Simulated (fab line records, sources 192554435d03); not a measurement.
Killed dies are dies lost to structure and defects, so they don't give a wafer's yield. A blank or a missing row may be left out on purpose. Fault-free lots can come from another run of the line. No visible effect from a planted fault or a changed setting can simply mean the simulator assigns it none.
fab line records || flow n5_finfet || part 2 of 2: steps 25 to 32 of 32
record: {"lots": 5, "wafers": 15, "last_day": 17}
route steps=1938 shown TV_LITHO@1884 TV_OPEN@1887 PAD_METAL@1893 PASSIVATION@1897
lots that met no fault: taken from a fault-free run of the same line
start_h: the number of hours between the record's first day and the start of the first shown wafer of the lot || wait_h: hours from the lot's prior step to this one || " repeats the value in the row above || L1.1+2: a single row standing in for several wafers || - no value, or no start was given || * or withheld: withheld || < > ~ a bound
route shown NAME@n: a module of which the file shows steps, and the number in the route of the first || usual: average and standard deviation across the fault-free wafers || same: alike in all rows || chamber/n: place in a boat || sites: each site's reading || _std_site: their standard deviation || _edge_site: outer sites' mean less inner sites' || radius_mm: for every site, how far away it sits from the centre of the wafer || mask NAME#n: copy n || behind: the most recent tool/chamber to have shaped the wafer || hold: the reason the lot was held/the length of the hold in hours/how it ended || device: the transistor (n, p or np) that didn't switch || end of line: the same wafers' tests at the end of the route || a step given without rows: its recipe and nothing more || killed: the dies lost at the first sort to structure and to defects; this is not the yield of the wafer || map: a wafer's dies, x killed, . not, _ none there
set.NAME: the setting as run; set.NAME@STEP: as run at that earlier step || model.NAME: the simulator's own value behind a step, which no gauge read
a table for each step, a row for each wafer; lots at some steps of the route
services: the hour from which a tool's chamber was out of use, counted from the record's first day as start_h (under 0 if before that day), plus the number of hours and why
== steps ==
step: N5_PASSIVATION_DESCUM_32
recipe: {"chemistry": "O2", "time_s": 7.9, "source_power_w": 50, "bias_power_w": 20, "pressure_mtorr": 20, "rf_frequency_hz": 2.712e+07, "temp_c": 40, "o2_flow_sccm": 225}
usual: {"drypump_motor_current_A": "6.0/0.4", "o2_flow_sccm": "224.9/0.65", "oes_product_au": "0.82/0.079", "rf_vpp_V": "243.2/1.4", "showerhead_plenum_p_Torr": "2.09/0.074", "throttle_valve_pct": "20.34/0.19"}
{"lot.wafer": "L082.1", "tool": "rie_diel-04", "chamber": 2, "start_h": 327.16, "wait_h": 0.0, "drypump_motor_current_A": 6.0, "o2_flow_sccm": 225.1, "oes_product_au": 0.77, "rf_hours_counter_h": 131, "rf_vpp_V": 244.5, "showerhead_plenum_p_Torr": 2.17, "throttle_valve_pct": 20.38}
{"lot.wafer": "L082.5", "tool": "rie_diel-04", "chamber": 2, "start_h": 327.16, "wait_h": 0.0, "drypump_motor_current_A": 6.0, "o2_flow_sccm": 223.7, "oes_product_au": 0.77, "rf_hours_counter_h": "-", "rf_vpp_V": 245.3, "showerhead_plenum_p_Torr": 2.17, "throttle_valve_pct": 20.38}
{"lot.wafer": "L082.6", "tool": "rie_diel-04", "chamber": 3, "start_h": 327.16, "wait_h": 0.0, "drypump_motor_current_A": 5.8, "o2_flow_sccm": 224.1, "oes_product_au": 0.89, "rf_hours_counter_h": "-", "rf_vpp_V": 245.1, "showerhead_plenum_p_Torr": 2.23, "throttle_valve_pct": 19.86}
{"lot.wafer": "L083.2", "tool": "rie_diel-06", "chamber": 2, "start_h": 331.34, "wait_h": 0.0, "drypump_motor_current_A": 4.9, "o2_flow_sccm": 225.0, "oes_product_au": 0.95, "rf_hours_counter_h": 13, "rf_vpp_V": 242.6, "showerhead_plenum_p_Torr": 2.07, "throttle_valve_pct": 20.28}
{"lot.wafer": "L083.3", "tool": "rie_diel-06", "chamber": 3, "start_h": 331.34, "wait_h": 0.0, "drypump_motor_current_A": 6.4, "o2_flow_sccm": 224.9, "oes_product_au": 0.73, "rf_hours_counter_h": 190, "rf_vpp_V": 244.4, "showerhead_plenum_p_Torr": 2.18, "throttle_valve_pct": 20.55}
{"lot.wafer": "L083.4", "tool": "rie_diel-06", "chamber": 1, "start_h": 331.34, "wait_h": 0.0, "drypump_motor_current_A": 5.7, "o2_flow_sccm": 225.6, "oes_product_au": 0.75, "rf_hours_counter_h": 149, "rf_vpp_V": 243.0, "showerhead_plenum_p_Torr": 2.02, "throttle_valve_pct": 20.36}
{"lot.wafer": "L084.1", "tool": "rie_diel-02", "chamber": 3, "start_h": 335.23, "wait_h": 0.4, "drypump_motor_current_A": 6.8, "o2_flow_sccm": 224.8, "oes_product_au": 0.89, "rf_hours_counter_h": 29, "rf_vpp_V": 242.9, "showerhead_plenum_p_Torr": 2.03, "throttle_valve_pct": 20.41}
{"lot.wafer": "L084.2", "tool": "rie_diel-02", "chamber": 0, "start_h": 335.23, "wait_h": 0.4, "drypump_motor_current_A": 5.7, "o2_flow_sccm": 226.2, "oes_product_au": 0.67, "rf_hours_counter_h": 240, "rf_vpp_V": 240.7, "showerhead_plenum_p_Torr": 1.99, "throttle_valve_pct": 20.50}
{"lot.wafer": "L084.5", "tool": "rie_diel-02", "chamber": 0, "start_h": 335.23, "wait_h": 0.4, "drypump_motor_current_A": 5.8, "o2_flow_sccm": 225.3, "oes_product_au": 0.67, "rf_hours_counter_h": "-", "rf_vpp_V": 240.7, "showerhead_plenum_p_Torr": 1.99, "throttle_valve_pct": 20.50}
{"lot.wafer": "L089.2", "tool": "rie_diel-06", "chamber": 1, "start_h": 369.42, "wait_h": 0.2, "drypump_motor_current_A": 5.8, "o2_flow_sccm": 224.8, "oes_product_au": 0.74, "rf_hours_counter_h": 163, "rf_vpp_V": 243.0, "showerhead_plenum_p_Torr": 2.01, "throttle_valve_pct": 20.38}
{"lot.wafer": "L089.3", "tool": "rie_diel-06", "chamber": 2, "start_h": 369.42, "wait_h": 0.2, "drypump_motor_current_A": 4.9, "o2_flow_sccm": 225.8, "oes_product_au": 0.91, "rf_hours_counter_h": 26, "rf_vpp_V": 242.5, "showerhead_plenum_p_Torr": 2.07, "throttle_valve_pct": 20.30}
{"lot.wafer": "L089.5", "tool": "rie_diel-06", "chamber": 0, "start_h": 369.42, "wait_h": 0.2, "drypump_motor_current_A": 6.4, "o2_flow_sccm": 224.7, "oes_product_au": 0.69, "rf_hours_counter_h": "-", "rf_vpp_V": 241.8, "showerhead_plenum_p_Torr": 2.07, "throttle_valve_pct": 20.29}
{"lot.wafer": "L092.3", "tool": "rie_diel-02", "chamber": 2, "start_h": 391.05, "wait_h": 0.0, "drypump_motor_current_A": 5.9, "o2_flow_sccm": 225.4, "oes_product_au": 0.86, "rf_hours_counter_h": 57, "rf_vpp_V": 242.0, "showerhead_plenum_p_Torr": 2.03, "throttle_valve_pct": 20.19}
{"lot.wafer": "L092.4", "tool": "rie_diel-02", "chamber": 0, "start_h": 391.05, "wait_h": 0.0, "drypump_motor_current_A": 5.8, "o2_flow_sccm": 224.1, "oes_product_au": 0.96, "rf_hours_counter_h": 2, "rf_vpp_V": 241.5, "showerhead_plenum_p_Torr": 1.99, "throttle_valve_pct": 20.30}
{"lot.wafer": "L092.6", "tool": "rie_diel-02", "chamber": 0, "start_h": 391.05, "wait_h": 0.0, "drypump_motor_current_A": 5.8, "o2_flow_sccm": 225.9, "oes_product_au": 0.95, "rf_hours_counter_h": "-", "rf_vpp_V": 241.4, "showerhead_plenum_p_Torr": 1.99, "throttle_valve_pct": 20.29}
step: N5_PASSIVATION_AL_ETCH_33
recipe: {"chemistry": "Cl2/BCl3", "target_depth_a": 28000, "over_etch_frac": 0.15, "Cl2_flow_sccm": 180, "bcl3_flow_sccm": 60, "target": "Al", "stop_on": "TaN", "time_s": 466.7, "ion_energy_ev": 100, "pressure_mtorr": 10, "icp_w": 900, "bias_w": 100}
usual: {"drypump_motor_current_A": "5.7/0.39", "oes_product_au": "0.76/0.069", "throttle_valve_pct": "34.2/0.33"}
{"lot.wafer": "L082.1", "tool": "rie_metal-03", "chamber": 0, "start_h": 327.25, "wait_h": 0.1, "drypump_motor_current_A": 5.9, "oes_product_au": 0.68, "rf_hours_counter_h": 44, "throttle_valve_pct": 34.5}
{"lot.wafer": "L082.5", "tool": "rie_metal-03", "chamber": 1, "start_h": 327.25, "wait_h": 0.1, "drypump_motor_current_A": 5.3, "oes_product_au": 0.80, "rf_hours_counter_h": "-", "throttle_valve_pct": 34.6}
{"lot.wafer": "L082.6", "tool": "rie_metal-03", "chamber": 0, "start_h": 327.25, "wait_h": 0.1, "drypump_motor_current_A": 5.9, "oes_product_au": 0.67, "rf_hours_counter_h": "-", "throttle_valve_pct": 34.5}
{"lot.wafer": "L083.2", "tool": "rie_metal-02", "chamber": 0, "start_h": 331.42, "wait_h": 0.1, "drypump_motor_current_A": 5.8, "oes_product_au": 0.78, "rf_hours_counter_h": 14, "throttle_valve_pct": 34.4}
{"lot.wafer": "L083.3", "tool": "rie_metal-02", "chamber": 1, "start_h": 331.42, "wait_h": 0.1, "drypump_motor_current_A": 5.7, "oes_product_au": 0.79, "rf_hours_counter_h": "-", "throttle_valve_pct": 34.1}
{"lot.wafer": "L083.4", "tool": "rie_metal-02", "chamber": 0, "start_h": 331.42, "wait_h": 0.1, "drypump_motor_current_A": 5.8, "oes_product_au": 0.78, "rf_hours_counter_h": "-", "throttle_valve_pct": 34.4}
{"lot.wafer": "L084.1", "tool": "rie_metal-02", "chamber": 1, "start_h": 335.31, "wait_h": 0.1, "drypump_motor_current_A": 5.8, "oes_product_au": 0.80, "rf_hours_counter_h": 7, "throttle_valve_pct": 34.1}
{"lot.wafer": "L084.2", "tool": "rie_metal-02", "chamber": 0, "start_h": 335.31, "wait_h": 0.1, "drypump_motor_current_A": 5.8, "oes_product_au": 0.79, "rf_hours_counter_h": 14, "throttle_valve_pct": 34.4}
{"lot.wafer": "L084.5", "tool": "rie_metal-02", "chamber": 0, "start_h": 335.31, "wait_h": 0.1, "drypump_motor_current_A": 5.8, "oes_product_au": 0.80, "rf_hours_counter_h": "-", "throttle_valve_pct": 34.4}
{"lot.wafer": "L089.2", "tool": "rie_metal-01", "chamber": 1, "start_h": 369.51, "wait_h": 0.1, "drypump_motor_current_A": 5.0, "oes_product_au": 0.86, "rf_hours_counter_h": 3, "throttle_valve_pct": 34.0}
{"lot.wafer": "L089.3", "tool": "rie_metal-01", "chamber": 0, "start_h": 369.51, "wait_h": 0.1, "drypump_motor_current_A": 6.2, "oes_product_au": 0.77, "rf_hours_counter_h": "-", "throttle_valve_pct": 33.8}
{"lot.wafer": "L089.5", "tool": "rie_metal-01", "chamber": 1, "start_h": 369.51, "wait_h": 0.1, "drypump_motor_current_A": 5.0, "oes_product_au": 0.88, "rf_hours_counter_h": "-", "throttle_valve_pct": 33.9}
{"lot.wafer": "L092.3", "tool": "rie_metal-03", "chamber": 0, "start_h": 391.27, "wait_h": 0.2, "drypump_motor_current_A": 5.9, "oes_product_au": 0.67, "rf_hours_counter_h": "-", "throttle_valve_pct": 34.5}
{"lot.wafer": "L092.4", "tool": "rie_metal-03", "chamber": 1, "start_h": 391.27, "wait_h": 0.2, "drypump_motor_current_A": 5.3, "oes_product_au": 0.78, "rf_hours_counter_h": "-", "throttle_valve_pct": 34.6}
{"lot.wafer": "L092.6", "tool": "rie_metal-03", "chamber": 1, "start_h": 391.27, "wait_h": 0.2, "drypump_motor_current_A": 5.3, "oes_product_au": 0.77, "rf_hours_counter_h": "-", "throttle_valve_pct": 34.6}
step: N5_PASSIVATION_ETCH_59
recipe: {"chemistry": "Cl2/BCl3", "target": "TaN", "target_depth_a": 650, "time_s": 34.9, "ion_energy_ev": 100, "pressure_mtorr": 10, "icp_w": 900, "bias_w": 100, "Cl2_flow_sccm": 60, "bcl3_flow_sccm": 30}
usual: {"drypump_motor_current_A": "5.7/0.39", "oes_product_au": "0.85/0.086", "throttle_valve_pct": "21.04/0.24"}
{"lot.wafer": "L082.1", "tool": "rie_metal-03", "chamber": 0, "start_h": 327.65, "wait_h": 0.3, "drypump_motor_current_A": 5.9, "oes_product_au": 0.76, "rf_hours_counter_h": 44, "throttle_valve_pct": 21.28}
{"lot.wafer": "L082.5", "tool": "rie_metal-03", "chamber": 1, "start_h": 327.65, "wait_h": 0.3, "drypump_motor_current_A": 5.3, "oes_product_au": 0.89, "rf_hours_counter_h": "-", "throttle_valve_pct": 21.23}
{"lot.wafer": "L082.6", "tool": "rie_metal-03", "chamber": 0, "start_h": 327.65, "wait_h": 0.3, "drypump_motor_current_A": 5.9, "oes_product_au": 0.76, "rf_hours_counter_h": "-", "throttle_valve_pct": 21.27}
{"lot.wafer": "L083.2", "tool": "rie_metal-02", "chamber": 0, "start_h": 331.82, "wait_h": 0.3, "drypump_motor_current_A": 5.8, "oes_product_au": 0.85, "rf_hours_counter_h": 14, "throttle_valve_pct": 21.16}
{"lot.wafer": "L083.3", "tool": "rie_metal-02", "chamber": 1, "start_h": 331.82, "wait_h": 0.3, "drypump_motor_current_A": 5.8, "oes_product_au": 0.96, "rf_hours_counter_h": "-", "throttle_valve_pct": 20.93}
{"lot.wafer": "L083.4", "tool": "rie_metal-02", "chamber": 0, "start_h": 331.82, "wait_h": 0.3, "drypump_motor_current_A": 5.8, "oes_product_au": 0.86, "rf_hours_counter_h": "-", "throttle_valve_pct": 21.17}
{"lot.wafer": "L084.1", "tool": "rie_metal-02", "chamber": 1, "start_h": 335.71, "wait_h": 0.3, "drypump_motor_current_A": 5.7, "oes_product_au": 0.94, "rf_hours_counter_h": 8, "throttle_valve_pct": 20.92}
{"lot.wafer": "L084.2", "tool": "rie_metal-02", "chamber": 0, "start_h": 335.71, "wait_h": 0.3, "drypump_motor_current_A": 5.8, "oes_product_au": 0.85, "rf_hours_counter_h": 14, "throttle_valve_pct": 21.18}
{"lot.wafer": "L084.5", "tool": "rie_metal-02", "chamber": 0, "start_h": 335.71, "wait_h": 0.3, "drypump_motor_current_A": 5.8, "oes_product_au": 0.85, "rf_hours_counter_h": "-", "throttle_valve_pct": 21.18}
{"lot.wafer": "L089.2", "tool": "rie_metal-01", "chamber": 1, "start_h": 369.91, "wait_h": 0.3, "drypump_motor_current_A": 5.0, "oes_product_au": 0.98, "rf_hours_counter_h": 3, "throttle_valve_pct": 20.88}
{"lot.wafer": "L089.3", "tool": "rie_metal-01", "chamber": 0, "start_h": 369.91, "wait_h": 0.3, "drypump_motor_current_A": 6.2, "oes_product_au": 0.86, "rf_hours_counter_h": "-", "throttle_valve_pct": 20.71}
{"lot.wafer": "L089.5", "tool": "rie_metal-01", "chamber": 1, "start_h": 369.91, "wait_h": 0.3, "drypump_motor_current_A": 5.0, "oes_product_au": 0.98, "rf_hours_counter_h": "-", "throttle_valve_pct": 20.88}
{"lot.wafer": "L092.3", "tool": "rie_metal-03", "chamber": 0, "start_h": 391.57, "wait_h": 0.2, "drypump_motor_current_A": 5.9, "oes_product_au": 0.72, "rf_hours_counter_h": "-", "throttle_valve_pct": 21.33}
{"lot.wafer": "L092.4", "tool": "rie_metal-03", "chamber": 1, "start_h": 391.57, "wait_h": 0.2, "drypump_motor_current_A": 5.3, "oes_product_au": 0.84, "rf_hours_counter_h": "-", "throttle_valve_pct": 21.27}
{"lot.wafer": "L092.6", "tool": "rie_metal-03", "chamber": 1, "start_h": 391.57, "wait_h": 0.2, "drypump_motor_current_A": 5.3, "oes_product_au": 0.84, "rf_hours_counter_h": "-", "throttle_valve_pct": 21.27}
step: N5_PASSIVATION_STRIP_34
recipe: {"chemistry": "O2", "power_w": 600, "temp_c": 60, "pressure_mtorr": 30, "rf_frequency_hz": 6e+07, "bias_power_w": 0, "overash_fraction": 2, "o2_flow_sccm": 225}
usual: {"drypump_motor_current_A": "6.0/0.4", "o2_flow_sccm": "225.0/0.65", "oes_product_au": "0.81/0.081", "rf_vpp_V": "3.7/1.5", "showerhead_plenum_p_Torr": "2.10/0.075", "throttle_valve_pct": "16.58/0.19"}
same: {"overash_fraction": 2}
{"lot.wafer": "L082.1", "tool": "rie_diel-06", "chamber": 1, "start_h": 327.81, "wait_h": 0.1, "drypump_motor_current_A": 5.7, "o2_flow_sccm": 226.1, "oes_product_au": 0.75, "rf_hours_counter_h": 148, "rf_vpp_V": 1.4, "showerhead_plenum_p_Torr": 2.02, "throttle_valve_pct": 16.66}
{"lot.wafer": "L082.5", "tool": "rie_diel-06", "chamber": 2, "start_h": 327.81, "wait_h": 0.1, "drypump_motor_current_A": 4.9, "o2_flow_sccm": 224.2, "oes_product_au": 0.96, "rf_hours_counter_h": "-", "rf_vpp_V": 4.3, "showerhead_plenum_p_Torr": 2.07, "throttle_valve_pct": 16.44}
{"lot.wafer": "L082.6", "tool": "rie_diel-06", "chamber": 3, "start_h": 327.81, "wait_h": 0.1, "drypump_motor_current_A": 6.4, "o2_flow_sccm": 224.6, "oes_product_au": 0.72, "rf_hours_counter_h": "-", "rf_vpp_V": 4.2, "showerhead_plenum_p_Torr": 2.18, "throttle_valve_pct": 16.77}
{"lot.wafer": "L083.2", "tool": "rie_diel-04", "chamber": 1, "start_h": 331.94, "wait_h": 0.1, "drypump_motor_current_A": 5.9, "o2_flow_sccm": 224.4, "oes_product_au": 0.85, "rf_hours_counter_h": 49, "rf_vpp_V": 2.4, "showerhead_plenum_p_Torr": 2.12, "throttle_valve_pct": 16.47}
{"lot.wafer": "L083.3", "tool": "rie_diel-04", "chamber": 0, "start_h": 331.94, "wait_h": 0.1, "drypump_motor_current_A": 5.9, "o2_flow_sccm": 224.7, "oes_product_au": 0.80, "rf_hours_counter_h": 93, "rf_vpp_V": 4.2, "showerhead_plenum_p_Torr": 2.19, "throttle_valve_pct": 16.76}
{"lot.wafer": "L083.4", "tool": "rie_diel-04", "chamber": 2, "start_h": 331.94, "wait_h": 0.1, "drypump_motor_current_A": 6.0, "o2_flow_sccm": 224.2, "oes_product_au": 0.78, "rf_hours_counter_h": 132, "rf_vpp_V": 3.2, "showerhead_plenum_p_Torr": 2.18, "throttle_valve_pct": 16.68}
{"lot.wafer": "L084.1", "tool": "rie_diel-02", "chamber": 1, "start_h": 335.84, "wait_h": 0.1, "drypump_motor_current_A": 6.4, "o2_flow_sccm": 224.7, "oes_product_au": 0.76, "rf_hours_counter_h": 114, "rf_vpp_V": 5.5, "showerhead_plenum_p_Torr": 2.11, "throttle_valve_pct": 16.72}
{"lot.wafer": "L084.2", "tool": "rie_diel-02", "chamber": 3, "start_h": 335.84, "wait_h": 0.1, "drypump_motor_current_A": 6.8, "o2_flow_sccm": 223.7, "oes_product_au": 0.91, "rf_hours_counter_h": 29, "rf_vpp_V": 3.9, "showerhead_plenum_p_Torr": 2.03, "throttle_valve_pct": 16.60}
{"lot.wafer": "L084.5", "tool": "rie_diel-02", "chamber": 3, "start_h": 335.84, "wait_h": 0.1, "drypump_motor_current_A": 6.8, "o2_flow_sccm": 223.4, "oes_product_au": 0.87, "rf_hours_counter_h": "-", "rf_vpp_V": 4.6, "showerhead_plenum_p_Torr": 2.03, "throttle_valve_pct": 16.64}
{"lot.wafer": "L089.2", "tool": "rie_diel-04", "chamber": 1, "start_h": 370.07, "wait_h": 0.1, "drypump_motor_current_A": 5.9, "o2_flow_sccm": 225.9, "oes_product_au": 0.83, "rf_hours_counter_h": 63, "rf_vpp_V": 2.4, "showerhead_plenum_p_Torr": 2.12, "throttle_valve_pct": 16.48}
{"lot.wafer": "L089.3", "tool": "rie_diel-04", "chamber": 0, "start_h": 370.07, "wait_h": 0.1, "drypump_motor_current_A": 5.9, "o2_flow_sccm": 224.5, "oes_product_au": 0.78, "rf_hours_counter_h": "-", "rf_vpp_V": 3.6, "showerhead_plenum_p_Torr": 2.19, "throttle_valve_pct": 16.82}
{"lot.wafer": "L089.5", "tool": "rie_diel-04", "chamber": 1, "start_h": 370.07, "wait_h": 0.1, "drypump_motor_current_A": 5.9, "o2_flow_sccm": 225.6, "oes_product_au": 0.85, "rf_hours_counter_h": "-", "rf_vpp_V": 0.7, "showerhead_plenum_p_Torr": 2.12, "throttle_valve_pct": 16.48}
{"lot.wafer": "L092.3", "tool": "rie_diel-02", "chamber": 0, "start_h": 391.71, "wait_h": 0.1, "drypump_motor_current_A": 5.8, "o2_flow_sccm": 225.4, "oes_product_au": 0.97, "rf_hours_counter_h": 2, "rf_vpp_V": 4.2, "showerhead_plenum_p_Torr": 1.99, "throttle_valve_pct": 16.39}
{"lot.wafer": "L092.4", "tool": "rie_diel-02", "chamber": 3, "start_h": 391.71, "wait_h": 0.1, "drypump_motor_current_A": 6.8, "o2_flow_sccm": 225.9, "oes_product_au": 0.86, "rf_hours_counter_h": 49, "rf_vpp_V": 3.6, "showerhead_plenum_p_Torr": 2.03, "throttle_valve_pct": 16.73}
{"lot.wafer": "L092.6", "tool": "rie_diel-02", "chamber": 1, "start_h": 391.71, "wait_h": 0.1, "drypump_motor_current_A": 6.3, "o2_flow_sccm": 225.2, "oes_product_au": 0.75, "rf_hours_counter_h": "-", "rf_vpp_V": 2.2, "showerhead_plenum_p_Torr": 2.10, "throttle_valve_pct": 16.74}
step: N5_PASSIVATION_STRIP_51
recipe: {"chemistry": "post_etch_residue_remover", "time_s": 1200, "temp_c": 72.5}
{"lot.wafer": "L082.1+5+6", "tool": "wet_bench-01", "chamber": "1,4,7", "start_h": 327.87, "wait_h": "-"}
{"lot.wafer": "L083.2+3+4", "tool": "wet_bench-01", "chamber": "7,0,5", "start_h": 332.01, "wait_h": "-"}
{"lot.wafer": "L084.1+2+5", "tool": "wet_bench-02", "chamber": "2,4,5", "start_h": 335.91, "wait_h": "-"}
{"lot.wafer": "L089.2+3+5", "tool": "wet_bench-01", "chamber": "4,5,7", "start_h": 370.16, "wait_h": "-"}
{"lot.wafer": "L092.3+4+6", "tool": "wet_bench-02", "chamber": "2,0,7", "start_h": 391.78, "wait_h": "-"}
step: N5_PASSIVATION_CLEAN_69
recipe: {"chemistry": "IPA", "time_s": 180, "temp_c": 25}
{"lot.wafer": "L082.1+5+6", "tool": "wet_bench-01", "chamber": "1,4,7", "start_h": 328.21, "wait_h": 0.0}
{"lot.wafer": "L083.2+3+4", "tool": "wet_bench-01", "chamber": "7,0,5", "start_h": 332.34, "wait_h": 0.0}
{"lot.wafer": "L084.1+2+5", "tool": "wet_bench-02", "chamber": "2,4,5", "start_h": 336.24, "wait_h": 0.0}
{"lot.wafer": "L089.2+3+5", "tool": "wet_bench-01", "chamber": "4,5,7", "start_h": 370.50, "wait_h": 0.0}
{"lot.wafer": "L092.3+4+6", "tool": "wet_bench-02", "chamber": "2,0,7", "start_h": 392.11, "wait_h": 0.0}
step: N5_PASSIVATION_SRD_70
recipe: {"dry": "ipa_marangoni", "time_s": 30, "temp_c": 23, "rinse_liquid": "diw"}
{"lot.wafer": "L082.1+5+6", "tool": "wet_bench-01", "chamber": "1,4,7", "start_h": 328.26, "wait_h": 0.0}
{"lot.wafer": "L083.2+3+4", "tool": "wet_bench-01", "chamber": "7,0,5", "start_h": 332.40, "wait_h": 0.0}
{"lot.wafer": "L084.1+2+5", "tool": "wet_bench-02", "chamber": "2,4,5", "start_h": 336.30, "wait_h": 0.0}
{"lot.wafer": "L089.2+3+5", "tool": "wet_bench-01", "chamber": "4,5,7", "start_h": 370.55, "wait_h": 0.0}
{"lot.wafer": "L092.3+4+6", "tool": "wet_bench-02", "chamber": "2,0,7", "start_h": 392.17, "wait_h": 0.0}
step: N5_PASSIVATION_PECVD_53
recipe: {"material": "SiO2", "target_thk_a": 8000, "temp_c": 400, "precursor": "TEOS/O2", "pressure_torr": 6.5, "rf_w": "withheld", "teos_flow_sccm": "withheld", "gas": "O2", "flow_sccm": 2650, "time_s": 169.4}
usual: {"chamber_pressure_Torr": "6.499/0.012"}
{"lot.wafer": "L082.1", "tool": "pecvd-02", "chamber": 0, "start_h": 328.31, "wait_h": 0.0, "chamber_pressure_Torr": 6.499}
{"lot.wafer": "L082.5", "tool": "pecvd-02", "chamber": 1, "start_h": 328.31, "wait_h": 0.0, "chamber_pressure_Torr": 6.496}
{"lot.wafer": "L082.6", "tool": "pecvd-02", "chamber": 2, "start_h": 328.31, "wait_h": 0.0, "chamber_pressure_Torr": 6.505}
{"lot.wafer": "L083.2", "tool": "pecvd-04", "chamber": 0, "start_h": 332.44, "wait_h": 0.0, "chamber_pressure_Torr": 6.496}
{"lot.wafer": "L083.3", "tool": "pecvd-04", "chamber": 0, "start_h": 332.44, "wait_h": 0.0, "chamber_pressure_Torr": 6.499}
{"lot.wafer": "L083.4", "tool": "pecvd-04", "chamber": 1, "start_h": 332.44, "wait_h": 0.0, "chamber_pressure_Torr": 6.488}
{"lot.wafer": "L084.1", "tool": "pecvd-04", "chamber": 1, "start_h": 336.34, "wait_h": 0.0, "chamber_pressure_Torr": 6.491}
{"lot.wafer": "L084.2", "tool": "pecvd-04", "chamber": 2, "start_h": 336.34, "wait_h": 0.0, "chamber_pressure_Torr": 6.481}
{"lot.wafer": "L084.5", "tool": "pecvd-04", "chamber": 0, "start_h": 336.34, "wait_h": 0.0, "chamber_pressure_Torr": 6.480}
{"lot.wafer": "L089.2", "tool": "pecvd-03", "chamber": 2, "start_h": 370.60, "wait_h": 0.0, "chamber_pressure_Torr": 6.499}
{"lot.wafer": "L089.3", "tool": "pecvd-03", "chamber": 1, "start_h": 370.60, "wait_h": 0.0, "chamber_pressure_Torr": 6.517}
{"lot.wafer": "L089.5", "tool": "pecvd-03", "chamber": 1, "start_h": 370.60, "wait_h": 0.0, "chamber_pressure_Torr": 6.515}
{"lot.wafer": "L092.3", "tool": "pecvd-04", "chamber": 2, "start_h": 392.21, "wait_h": 0.0, "chamber_pressure_Torr": 6.514}
{"lot.wafer": "L092.4", "tool": "pecvd-04", "chamber": 2, "start_h": 392.21, "wait_h": 0.0, "chamber_pressure_Torr": 6.523}
{"lot.wafer": "L092.6", "tool": "pecvd-04", "chamber": 0, "start_h": 392.21, "wait_h": 0.0, "chamber_pressure_Torr": 6.501}
== services ==
{"tool": "pecvd-03", "chamber": "-", "start_h": 307.84, "hours": 0.5, "kind": "repair"}
{"tool": "krf_scanner-01", "chamber": "-", "start_h": 308.31, "hours": 21.0, "kind": "pm"}
{"tool": "rie_metal-01", "chamber": 1, "start_h": 313.16, "hours": 2.2, "kind": "repair"}
{"tool": "litho_track-01", "chamber": "-", "start_h": 319.14, "hours": "-", "kind": "consumable_replace:filter"}
{"tool": "pecvd-03", "chamber": 0, "start_h": 320.29, "hours": 13.8, "kind": "repair"}
{"tool": "pecvd-02", "chamber": "-", "start_h": 332.83, "hours": 0.4, "kind": "repair"}
{"tool": "pvd_sputter-02", "chamber": "-", "start_h": 339.91, "hours": 4.3, "kind": "repair"}
{"tool": "rie_diel-01", "chamber": 0, "start_h": 339.95, "hours": 5.7, "kind": "repair"}
{"tool": "rie_metal-02", "chamber": "-", "start_h": 342.30, "hours": 1.0, "kind": "repair"}
{"tool": "krf_scanner-01", "chamber": "-", "start_h": 343.12, "hours": 0.8, "kind": "pm"}
{"tool": "rie_metal-02", "chamber": "-", "start_h": 349.32, "hours": 1.4, "kind": "pm"}
{"tool": "rie_diel-05", "chamber": 3, "start_h": 352.23, "hours": "-", "kind": "clean"}
{"tool": "rie_diel-01", "chamber": "-", "start_h": 359.56, "hours": 0.5, "kind": "repair"}
{"tool": "rie_diel-04", "chamber": 2, "start_h": 365.46, "hours": 5.0, "kind": "repair"}
{"tool": "litho_track-02", "chamber": "-", "start_h": 369.43, "hours": "-", "kind": "consumable_replace:filter"}
{"tool": "krf_scanner-01", "chamber": "-", "start_h": 374.81, "hours": 1.0, "kind": "pm"}
{"tool": "rie_diel-04", "chamber": "-", "start_h": 376.07, "hours": 3.0, "kind": "repair"}
{"tool": "pecvd-03", "chamber": 2, "start_h": 377.01, "hours": 8.5, "kind": "repair"}
{"tool": "rie_metal-03", "chamber": "-", "start_h": 378.13, "hours": 2.1, "kind": "repair"}
{"tool": "pvd_sputter-03", "chamber": "-", "start_h": 380.55, "hours": 4.1, "kind": "repair"}
{"tool": "rie_diel-01", "chamber": "-", "start_h": 382.50, "hours": 0.2, "kind": "repair"}
{"tool": "rie_diel-05", "chamber": 0, "start_h": 385.16, "hours": 3.4, "kind": "repair"}
{"tool": "pecvd-02", "chamber": "-", "start_h": 387.42, "hours": 0.9, "kind": "repair"}
{"tool": "krf_scanner-02", "chamber": "-", "start_h": 387.51, "hours": 1.0, "kind": "pm"}
